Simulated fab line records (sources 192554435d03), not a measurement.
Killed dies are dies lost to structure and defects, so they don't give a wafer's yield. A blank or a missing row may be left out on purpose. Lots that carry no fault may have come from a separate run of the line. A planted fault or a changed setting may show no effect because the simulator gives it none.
One fault seen from 2 desks | flow n5Finfet | only its own numbers are on each desk; what lay behind them is given at the end

## METROLOGY DESK
Lot by lot, what the gauges showed, no matter which tool ran the lot: averages of those sampled wafers that carry a number. The brackets show how far a lot's mean lies from the usual mean; more than 4 standard deviations puts the lot out of limits, marked OUT. 7 of its 11 readings are shown, namely those furthest out on some lot.
Columns: A = cdNm at N5_BEOL_M1_CD_MEAS_18, usual 18.0 nm; B = DIBL_N at N5_BEOL_M4_RC_MEAS_101, usual 36.0 mV/V; C = ION_N at N5_BEOL_M4_RC_MEAS_101, usual 673 uA/um; D = ION_P at N5_BEOL_M4_RC_MEAS_101, usual 463 uA/um; E = SS_P at N5_BEOL_M4_RC_MEAS_101, usual 73.3 mV/dec; F = VT_N at N5_BEOL_M4_RC_MEAS_101, usual 250 mV; G = VT_P at N5_BEOL_M4_RC_MEAS_101, usual -250 mV
lot  | first seen here | A    | B    | C   | D   | E    | F   | G
L601 | day 6 07:31     | 18.1 | 34.7 | 658 | 458 | 72.9 | 255 | -251
L602 | day 6 16:08     | 18.0 | 36.4 | 674 | 456 | 73.6 | 249 | -255
L603 | day 6 22:49     | 17.8 | 36.2 | 670 | 455 | 73.3 | 253 | -254
L606 | day 7 14:46     | 17.7 | 38.1 | 667 | 461 | 74.4 | 252 | -251
L607 | day 8 01:10     | 18.4 | 37.4 | 677 | 461 | 73.3 | 247 | -250
L612 | day 9 06:04     | 18.0 | 34.9 | 682 | 474 | 73.0 | 247 | -246
L617 | day 10 10:33    | 18.0 | 37.9 | 678 | 464 | 72.9 | 249 | -249
L619 | day 10 20:28    | 17.8 | 34.9 | 664 | 460 | 72.7 | 253 | -251
L623 | day 11 23:04    | 18.0 | 36.4 | 686 | 465 | 73.2 | 247 | -251
This desk's finding: nothing out of limits on any of the 9 lots.

## DESK OF THE TOOL OWNER: rieDiel-02
The tool's own readings at N5_BEOL_M1_VIA_ETCH_34 (etches the open film in C4F6/O2, target depth 67.8 nm, time 64.4 s): means of the sampled wafers that have a number, for each lot that ran on this tool. The brackets show how far a lot's mean lies from the usual mean; more than 4 standard deviations puts the lot out of limits, marked OUT.
Columns: A = drypumpMotorCurrentA at N5_BEOL_M1_VIA_ETCH_34, usual 5.9 A; B = oesProductAu at N5_BEOL_M1_VIA_ETCH_34, usual 0.81 a.u.; C = rfVppV at N5_BEOL_M1_VIA_ETCH_34, usual 661 V; D = runLengthS at N5_BEOL_M1_VIA_ETCH_34, usual 87.8 s; E = showerheadPlenumPTorr at N5_BEOL_M1_VIA_ETCH_34, usual 2.86 Torr; F = throttleValvePct at N5_BEOL_M1_VIA_ETCH_34, usual 30.74 %
lot  | first seen here | A   | B    | C   | D              | E    | F
L606 | day 7 17:11     | 6.6 | 0.79 | 659 | 87.7           | 2.86 | 30.87
L607 | day 8 11:59     | 6.1 | 0.76 | 657 | 87.6           | 2.79 | 30.82
L612 | day 9 08:49     | 6.4 | 0.82 | 663 | 87.8           | 2.83 | 30.82
L617 | day 10 13:21    | 5.9 | 0.88 | 665 | 78.8 (-21) OUT | 2.88 | 30.65
L619 | day 10 22:28    | 6.5 | 0.81 | 661 | 79.2 (-20) OUT | 2.84 | 30.94
This desk's verdict: out of limits on L617, L619, starting with L617 at day 10 13:21 (runLengthS at N5_BEOL_M1_VIA_ETCH_34). L606, L607, L612 stayed within limits.

## BROUGHT TOGETHER
The tool owner's desk could have raised an alarm at day 10 13:21, on L617, L619.
At the metrology desk, nothing out of limits was observed.
The metrology desk holds a record of L617, L619, inside its limits.
On rieDiel-02, each named lot ran N5_BEOL_M1_VIA_ETCH_34.

## WHAT THE SIMULATOR HAD PUT IN
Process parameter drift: rieDiel-02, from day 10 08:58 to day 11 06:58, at N5_BEOL_M1_VIA_ETCH_34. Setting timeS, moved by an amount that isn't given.
Lots struck among those shown: L617, L619.
Each desk's first reading out of limits, in hours after the fault started: the tool owner's desk, 4.
